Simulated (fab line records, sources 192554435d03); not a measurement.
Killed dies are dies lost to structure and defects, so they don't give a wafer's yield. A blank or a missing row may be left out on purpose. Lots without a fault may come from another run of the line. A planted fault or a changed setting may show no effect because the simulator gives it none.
fab line records | flow n5_finfet
record lots=5 wafers=15 last_day=19
route steps=1938 shown BEOL_M13@1693
lots that met no fault: from a run of the same line without faults
start_h: hours from the record's first day to the start of the lot's first wafer shown | wait_h: hours since the lot's step before | " the same as in the row above | L1.1+2: a row that stands for several wafers | - no value, or no start given | * or withheld: withheld | < > ~ a bound
route shown NAME@n: a module of which the file shows steps, and the number in the route of the first | usual: mean/standard deviation of fault-free wafers | same: alike in all rows | chamber/n: place in a boat | sites: the reading at each site | _std_site: their standard deviation | _edge_site: outer sites' mean less inner sites' | radius_mm: how far each site lies from the wafer's centre | mask NAME#n: copy n | behind: the tool/chamber that last shaped the wafer | hold: why the lot was held/for how many hours/how that ended | device: the transistor (n, p or np) that didn't switch | end of line: the same wafers' tests at the end of the route | a step without rows: its recipe alone | killed: dies lost to structure and defects at the first sort, not the wafer's yield | map: a wafer's dies, x killed, . not, _ none there
set.NAME: the setting as run; set.NAME@STEP: as run at that earlier step | model.NAME: the simulator's own value behind a step, which no gauge read
lots at some steps of the route; a table a step, a row a wafer
services: from which hour (start_h, from the record's first day; less than 0 if before it) a tool's chamber was out of use, for how many hours, and why
## steps
# step N5_BEOL_M13_ETCH_67
# recipe chemistry=CF4 target=SiARC target_depth_a=1430 time_s=238.3 ion_energy_ev=80 pressure_mtorr=40 source_w=545 bias_w=36 Ar_flow_sccm=100 cf4_flow_sccm=100 ends=cleared
# usual drypump_motor_current_A=5.5/0.38 etch_rf_on_time_s=238/9.1 oes_product_au=0.70/0.094 rf_vpp_V=183.8/1.2 showerhead_plenum_p_Torr=2.12/0.083 throttle_valve_pct=15.51/0.27
# columns lot.wafer tool chamber start_h wait_h drypump_motor_current_A etch_rf_on_time_s oes_product_au rf_hours_counter_h rf_vpp_V showerhead_plenum_p_Torr throttle_valve_pct
L113.1 rie_diel-06 1 339.14 0.0 5.6 230 0.61 246 183.8 2.04 15.68
L113.3 " 3 " " 5.4 237 0.60 219 184.2 2.03 16.00
L113.6 " 1 " " 5.7 229 0.61 - 183.3 2.04 15.69
L116.1 rie_diel-06 3 365.48 0.0 5.4 239 0.60 227 183.8 2.03 16.02
L116.4 " 1 " " 5.6 221 0.86 2 184.7 2.29 15.19
L116.5 " 1 " " 5.7 220 0.87 - 185.8 2.29 15.20
L118.2 rie_diel-04 1 372.95 0.0 6.3 230 0.76 31 185.3 2.27 15.41
L118.3 " 3 " " 5.6 229 0.81 15 183.0 2.08 15.31
L118.5 " 2 " " 5.2 248 0.59 - 183.7 2.20 15.79
L123.1 rie_diel-06 0 392.93 0.0 4.9 248 0.66 90 183.5 2.07 15.38
L123.3 " 2 " " 5.2 226 0.82 15 185.3 2.19 15.31
L123.5 " 1 " " 5.6 219 0.83 - 185.3 2.29 15.20
L129.1 rie_diel-04 0 424.99 0.0 5.8 235 0.70 94 182.5 2.08 15.42
L129.3 " 2 " " 5.3 252 0.56 242 186.0 2.19 15.82
L129.4 " 3 " " 5.6 227 0.78 32 185.3 2.08 15.37
# step N5_BEOL_M13_ETCH_68
# recipe chemistry=N2/H2 target=SOC mask_material=SiARC source_w=3000 bias_w=350 temp_c=40 time_s=355 ion_energy_ev=200 pressure_mtorr=30 n2_flow_sccm=200 h2_flow_sccm=200
# step N5_BEOL_M13_STRIP_69
# recipe chemistry=N2/H2 temp_c=40 n2_flow_sccm=200 h2_flow_sccm=200 rf_frequency_hz=6e+07
# step N5_BEOL_M13_TRENCH_ETCH_34
# recipe chemistry=C4F8/O2/Ar target=SiOC target_depth_a=4134.7 mask_material=SOC pressure_mtorr=30 source_w=3000 bias_w=700 Ar_flow_sccm=400 C4F8_flow_sccm=15 O2_flow_sccm=8 he_inner_torr=15 he_outer_torr=30 time_s=162.6 ion_energy_ev=250
# step N5_BEOL_M13_STRIP_70
# recipe chemistry=C4F8/O2/Ar resist=SiARC rf_frequency_hz=6e+07
# step N5_BEOL_M13_OCD_MEAS_35
# usual trench_depth_nm=413/9.7
# columns lot.wafer tool chamber start_h wait_h trench_depth_nm
L113.1 ocd-01 - 339.68 0.0 406
L113.3 " - " " 406
L113.6 " - " " 404
L116.1 ocd-02 - 366.02 0.0 412
L116.4 " - " " 426
L116.5 " - " " 425
L118.2 ocd-01 - 373.50 0.0 420
L118.3 " - " " 414
L118.5 " - " " 395
L123.1 ocd-01 - 393.47 0.0 410
L123.3 " - " " 429
L123.5 " - " " 426
L129.1 ocd-02 - 425.53 0.0 413
L129.3 " - " " 395
L129.4 " - " " 420
# step N5_BEOL_M13_STRIP_37
# recipe chemistry=N2/H2 power_w=1000 temp_c=250 h2_frac=0.65 overash_fraction=0.3 pressure_mtorr=withheld n2_flow_sccm=1750 h2_flow_sccm=3250
# usual drypump_motor_current_A=5.9/0.31 heater_power_w=329/33 oes_product_au=0.785/0.011
# columns lot.wafer tool chamber start_h wait_h drypump_motor_current_A heater_power_w oes_product_au rf_hours_counter_h
L113.1 plasma_asher-01 0 339.72 0.0 6.1 348 0.785 136
L113.3 " 0 " " 6.1 347 0.786 -
L113.6 " 1 " " 6.3 385 0.795 -
L116.1 plasma_asher-02 0 366.06 0.0 5.7 282 0.773 93
L116.4 " 0 " " 5.7 272 0.781 -
L116.5 " 0 " " 5.7 281 0.780 -
L118.2 plasma_asher-01 0 373.53 0.0 6.2 341 0.771 144
L118.3 " 1 " " 6.4 358 0.794 -
L118.5 " 1 " " 6.4 373 0.779 -
L123.1 plasma_asher-01 1 393.51 0.0 6.4 365 0.802 147
L123.3 " 1 " " 6.3 361 0.769 -
L123.5 " 1 " " 6.3 362 0.792 -
L129.1 plasma_asher-02 1 425.57 0.0 5.5 348 0.773 106
L129.3 " 1 " " 5.5 342 0.779 -
L129.4 " 0 " " 5.7 276 0.810 -
# step N5_BEOL_M13_ETCH_38
# recipe chemistry=CF4/N2 target=SiCN target_depth_a=675 taper_deg=2 time_s=71.9 ion_energy_ev=150 mask_material=SiO2 pressure_mtorr=40 source_w=430 bias_w=70 Ar_flow_sccm=100 cf4_flow_sccm=60 n2_flow_sccm=60
# usual drypump_motor_current_A=5.5/0.36 oes_product_au=0.83/0.11 rf_vpp_V=381.7/2 showerhead_plenum_p_Torr=2.19/0.082 throttle_valve_pct=15.34/0.26
# columns lot.wafer tool chamber start_h wait_h drypump_motor_current_A oes_product_au rf_hours_counter_h rf_vpp_V showerhead_plenum_p_Torr throttle_valve_pct
L113.1 rie_diel-04 3 343.02 - 5.7 0.98 4 381.3 2.15 15.13
L113.3 " 0 " " 5.8 0.86 66 381.0 2.15 15.22
L113.6 " 1 " " 6.3 0.91 - 386.6 2.35 15.23
L116.1 rie_diel-04 1 366.34 - 6.3 0.90 29 383.9 2.35 15.25
L116.4 " 0 " " 5.8 0.85 75 380.3 2.15 15.22
L116.5 " 0 " " 5.8 0.85 - 379.3 2.15 15.22
L118.2 rie_diel-04 0 375.53 - 5.8 0.84 78 380.8 2.15 15.23
L118.3 " 3 " " 5.6 0.95 16 380.1 2.15 15.16
L118.5 " 3 " " 5.7 0.95 - 381.7 2.15 15.18
L123.1 rie_diel-02 1 393.94 - 6.0 0.67 224 380.1 2.09 15.30
L123.3 " 2 " " 5.5 0.93 20 380.8 2.16 15.02
L123.5 " 0 " " 5.4 0.87 - 383.5 2.24 15.27
L129.1 rie_diel-04 1 427.74 - 6.3 0.86 50 384.9 2.34 15.29
L129.3 " 2 " " 5.2 0.66 244 383.6 2.27 15.70
L129.4 " 3 " " 5.7 0.91 33 380.1 2.14 15.18
# step N5_BEOL_M13_PRECLEAN_39
# recipe chemistry=residue_remover time_s=60 temp_c=40
# step N5_BEOL_M13_SRD_40
# recipe time_s=30 temp_c=23 rinse_liquid=diw dry=n2_spin spin_rpm=1500 dry_time_s=30
# step N5_BEOL_M13_DEGAS_41
# recipe ambient=vacuum temp_c=250 time_s=60
# step N5_BEOL_M13_PRE_CLEAN_42
# recipe gas=H2/He time_s=30 temp_c=250
# step N5_BEOL_M13_SPUTTER_43
# recipe material=TaN target_thk_a=150 temp_c=50 bias_v=168.6 power_w=15000 chamber_pressure_pa=0.12 time_s=24.19
# usual cathode_dc_power_W=15000/2.6 chamber_pressure_pa=0.11999/0.00027 throttle_valve_pct=30.2/0.73
# columns lot.wafer tool chamber start_h wait_h cathode_dc_power_W chamber_pressure_pa throttle_valve_pct model.TaN_of_BEOL_M13_SPUTTER_43.thk_nm
L113.1 pvd_sputter-03 - 343.52 0.0 14999 0.12006 29.7 15.4
L113.3 " - " " 15004 0.11986 30.5 15.4
L113.6 " - " " 15003 0.12009 29.3 15.4
L116.1 pvd_sputter-03 - 366.69 0.0 14998 0.11937 31.1 14.8
L116.4 " - " " 14999 0.11999 30.4 14.8
L116.5 " - " " 14996 0.12026 30.2 14.8
L118.2 pvd_sputter-03 - 376.13 0.0 14998 0.12038 29.7 14.8
L118.3 " - " " 15001 0.11995 30.3 14.8
L118.5 " - " " 14995 0.12009 30.8 14.8
L123.1 pvd_sputter-03 - 394.52 0.0 15002 0.12 30.9 14.6
L123.3 " - " " 11940 0.11956 29.9 11.6
L123.5 " - " " 14996 0.11974 29.4 14.8
L129.1 pvd_sputter-01 - 428.26 0.0 15001 0.12043 29.2 15.2
L129.3 " - " " 15001 0.12022 30.9 15.2
L129.4 " - " " 14999 0.12013 31.5 15.4
# step N5_BEOL_M13_SPUTTER_44
# recipe material=Ta target_thk_a=100 temp_c=50 bias_v=80 power_w=15000 chamber_pressure_pa=0.07 time_s=16.13
# usual cathode_dc_power_W=15000/2.6 chamber_pressure_pa=0.07/0.00014 throttle_valve_pct=30.2/0.72
# columns lot.wafer tool chamber start_h wait_h cathode_dc_power_W chamber_pressure_pa throttle_valve_pct
L113.1 pvd_sputter-03 - 343.60 0.0 15001 0.06987 29.9
L113.3 " - " " 15004 0.07001 30.2
L113.6 " - " " 15001 0.07012 29.5
L116.1 pvd_sputter-03 - 366.77 0.0 14995 0.07007 31.0
L116.4 " - " " 14998 0.07013 29.9
L116.5 " - " " 14998 0.07004 30.2
L118.2 pvd_sputter-03 - 376.21 0.0 15000 0.07001 29.8
L118.3 " - " " 14998 0.06998 30.1
L118.5 " - " " 15003 0.06995 30.8
L123.1 pvd_sputter-03 - 394.60 0.0 15001 0.07018 31.1
L123.3 " - " " 15000 0.06987 29.7
L123.5 " - " " 15004 0.06989 29.5
L129.1 pvd_sputter-01 - 428.34 0.0 14999 0.07 29.4
L129.3 " - " " 15000 0.06964 31.0
L129.4 " - " " 15002 0.06976 31.2
# step N5_BEOL_M13_SPUTTER_45
# recipe material=Cu target_thk_a=800 temp_c=-20 bias_v=60 power_w=26000 chamber_pressure_pa=0.13 time_s=13.33
# step N5_BEOL_M13_ECD_47
# recipe material=Cu target_thk_a=9360
# step N5_BEOL_M13_ANNEAL_48
# recipe temp_c=225 time_s=90 ambient=N2
# usual wafer_temp_C_max=226.04/0.29
# columns lot.wafer tool chamber start_h wait_h wafer_temp_C_max
L113.1 rtp_anneal-02 0 343.96 0.1 226.07
L113.3 " 0 " " 225.67
L113.6 " 0 " " 226.02
L116.1 rtp_anneal-01 0 368.03 1.0 225.67
L116.4 " 0 " " 226.50
L116.5 " 0 " " 226.55
L118.2 rtp_anneal-01 0 377.09 0.6 226.19
L118.3 " 0 " " 226.47
L118.5 " 0 " " 226.03
L123.1 rtp_anneal-02 0 394.98 0.1 225.80
L123.3 " 0 " " 226.14
L123.5 " 0 " " 226.08
L129.1 rtp_anneal-01 0 428.93 0.3 226.21
L129.3 " 0 " " 225.98
L129.4 " 0 " " 226.31
# step N5_BEOL_M13_CMP_49
# recipe stop_on=SiOC t_overpolish_s=17.1 down_force_psi=1 platen_rpm=50 clearing_platen_down_force_psi=1.5 clearing_platen_rpm=50 post_cmp_clean=cu_alkaline target_thk_nm=420 clearing_platen_pad_velocity_m_s=0.99484 pad_velocity_m_s=0.99484
# usual barrier_field_endpoint_s=30.3/0.85 motor_current_A=6.0/0.42
# columns lot.wafer tool chamber start_h wait_h barrier_field_endpoint_s motor_current_A
L113.1 cmp-02 3 344.25 0.3 30.2 6.2
L113.3 " 0 " " 29.9 5.9
L113.6 " 3 " " 29.5 6.5
L116.1 cmp-04 2 368.34 0.3 31.7 5.6
L116.4 " 1 " " 31.1 6.0
L116.5 " 2 " " 32.0 5.6
L118.3 cmp-04 0 377.42 0.2 30.5 5.4
L118.2 " 1 " " 31.8 6.6
L118.5 " 3 " " 30.1 6.4
L123.1 cmp-03 0 395.35 0.3 30.1 5.6
L123.3 " 1 " " 25.4 6.2
L123.5 " 2 " " 29.8 5.7
L129.3 cmp-02 1 429.22 0.2 29.4 5.9
L129.4 " 3 " " 30.6 6.2
L129.1 " 0 " " 30.1 5.6
# step N5_BEOL_M13_THK_MEAS_50
# recipe thk_meas_gauge=xrf reads=Cu_of_BEOL_M13_ECD_47
# usual M13_THK=427/10
# columns lot.wafer tool chamber start_h wait_h M13_THK[nm]
L113.1 film_metro-01 - 344.55 - 422
L113.3 " - " " 419
L113.6 " - " " 417
L116.1 film_metro-02 - 368.63 - 429
L116.4 " - " " 445
L116.5 " - " " 444
L118.2 film_metro-01 - 377.64 - 431
L118.3 " - " " 425
L118.5 " - " " 404
L123.1 film_metro-01 - 395.57 - 424
L123.3 " - " " 445
L123.5 " - " " 438
L129.1 film_metro-02 - 429.52 - 434
L129.3 " - " " 415
L129.4 " - " " 444
## services
# columns tool chamber start_h hours kind
cmp-04 - 320.92 5.8 pm
rie_diel-06 2 324.33 - clean
rie_diel-06 2 324.33 - consumable_replace:focus_ring
rie_diel-06 2 324.33 21.0 scheduled_down
rie_diel-06 2 324.33 21.0 vent_cycle
rie_diel-02 - 329.20 14.6 pm
rie_diel-06 3 331.95 2.6 repair
rtp_anneal-01 - 333.08 4.2 pm
rie_diel-04 - 336.59 4.8 repair
rie_diel-06 - 338.02 0.6 repair
rie_diel-06 1 345.30 - clean
rie_diel-06 1 345.30 - consumable_replace:focus_ring
rie_diel-06 1 345.30 - consumable_replace:showerhead
rie_diel-06 1 345.30 15.0 scheduled_down
rie_diel-06 1 345.30 15.0 vent_cycle
rie_diel-06 0 347.58 3.7 repair
rie_diel-06 - 354.64 4.3 pm
cmp-02 - 361.68 5.7 pm
cmp-03 - 362.10 4.8 pm
cmp-03 - 370.14 4.0 pm
plasma_asher-01 - 381.98 0.8 repair
cmp-03 - 384.58 9.7 pm
cmp-02 - 415.99 4.0 pm
rie_diel-06 3 429.20 - clean
## key
first_sign step=N5_BEOL_M13_SPUTTER_43 reading=cathode_dc_power_W direction=down sigmas=99+ usual=* struck=*
effect step=N5_BEOL_M13_CMP_49 reading=barrier_field_endpoint_s direction=down sigmas=5.8 usual=30.3 struck=25.4
model_effect step=N5_BEOL_M13_SPUTTER_43 value=TaN_of_BEOL_M13_SPUTTER_43.thk_nm without=14.8 struck=11.6
met_at N5_BEOL_M13_SPUTTER_43
struck_wafers L123.3
onset_between 376.13 394.52
fault kind=process_parameter_drift tool=pvd_sputter-03 chamber=- onset_h=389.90 steps=N5_BEOL_M13_SPUTTER_43 channel=power_w offset=* shape=step end_h=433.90 acts_in=* stated=* scope=struck_wafers_only
